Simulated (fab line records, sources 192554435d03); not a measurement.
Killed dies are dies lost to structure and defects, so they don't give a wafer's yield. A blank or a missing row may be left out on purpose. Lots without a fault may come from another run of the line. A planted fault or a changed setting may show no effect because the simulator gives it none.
Chamber matching | flow n5_finfet | N5_BEOL_M3_DESCUM_16 on rie_diel-03: 4 sister chambers
The step chemistry O2, time 7 s. 8 wafers are shown with their chamber, then 7 later ones without.

WAFERS WITH THEIR CHAMBER
wafer  | chamber | drypump_motor_current_A (A) | showerhead_plenum_p_Torr (Torr)
L091.1 | 1       | 5.9                         | 2.17
L091.2 | 0       | 6.6                         | 2.04
L091.3 | 2       | 5.3                         | 2.01
L091.4 | 3       | 5.3                         | 2.05
L091.5 | 0       | 6.7                         | 2.04
L091.6 | 1       | 5.9                         | 2.17
L092.3 | 3       | 5.4                         | 2.05
L092.5 | 2       | 5.3                         | 2.00

WAFERS WITHOUT THEIR CHAMBER
wafer  | drypump_motor_current_A (A) | showerhead_plenum_p_Torr (Torr)
L092.6 | 5.4                         | 2.05
L093.2 | 5.9                         | 2.17
L093.4 | 5.3                         | 2.00
L093.6 | 5.3                         | 2.00
L096.1 | 6.6                         | 2.04
L096.2 | 5.4                         | 2.05
L096.6 | 5.3                         | 2.00

WHICH CHAMBER EACH WENT THROUGH
wafer  | from the rows above | in truth
L092.6 | 3                   | 3
L093.2 | 1                   | 1
L093.4 | 2                   | 2
L093.6 | 2                   | 2
L096.1 | 0                   | 0
L096.2 | 3                   | 3
L096.6 | 2                   | 2
Placed correctly: 7 of 7. Can't be placed from these rows: 0. Placed wrongly: 0.
How it was worked out, from the rows above alone: a wafer's distance from a chamber is the root of the sum, over the readings, of the square of ((its reading less the chamber's mean) divided by the reading's scatter). The wafer belongs to the nearest chamber; if the next one is less than 2 further off, it can't be placed. A chamber's mean is the mean of its shown wafers. The scatter: the root of (the sum of the squares of (reading less its chamber's mean) over the shown wafers, divided by (wafers less chambers)).
